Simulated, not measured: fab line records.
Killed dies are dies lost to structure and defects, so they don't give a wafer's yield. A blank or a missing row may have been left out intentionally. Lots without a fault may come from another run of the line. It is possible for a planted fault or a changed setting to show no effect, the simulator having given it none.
Which tool is to blame?    flow n5_finfet    at 1 step of a route of 1938, 12 lots with 36 wafers sampled

## WHAT EACH GAUGE READ, for each wafer
N5_BEOL_M14_CD_MEAS_17: target cd 250 nm.
lot   measured      on         cd_nm (nm)
L074  day 10 22:00  cd_sem-01  250.6 252.2 253.2
L078  day 11 12:42  cd_sem-01  252.7 252.0 252.3
L079  day 11 16:31  cd_sem-01  254.2 255.5 255.3
L081  day 11 22:26  cd_sem-01  252.7 250.0 248.9
L083  day 12 17:22  cd_sem-01  252.7 251.0 251.0
L085  day 13 01:10  cd_sem-03  252.9 252.0 252.7
L086  day 16 23:04  cd_sem-02  250.2 252.4 252.2
L089  day 17 07:53  cd_sem-02  251.8 250.3 249.8
L096  day 17 12:49  cd_sem-02  250.8 254.3 252.6
L091  day 17 14:34  cd_sem-03  252.2 253.3 255.1
L090  day 17 23:48  cd_sem-03  249.9 253.6 250.8
L092  day 18 11:11  cd_sem-02  249.4 247.4 248.7

## TOOL THAT RAN EACH LOT (tool first, then ch and the chambers of the sampled wafers, then the start)
The record shows no process step preceding these readings.

## THE ANSWER, worked out from the rows above alone
Rule: usual is defined by the lots themselves. Put in order of their means at a reading, lots are off if they are a third of the lots or fewer, leave a main group of 4 or more, and stand apart from it by a gap of 3 or more times the standard deviation of the main group's means; of several such gaps the widest counts. The tables above print the reading to a certain number of digits; a main group whose means all agree to those digits is not used. A lot without any number at a reading at which 4 lots or more have one is off too. Any other lot the step has rows for is counted as sound.
None of the lots is off at any reading shown; this tells nothing.

## WHAT THE SIMULATOR HAD INSERTED
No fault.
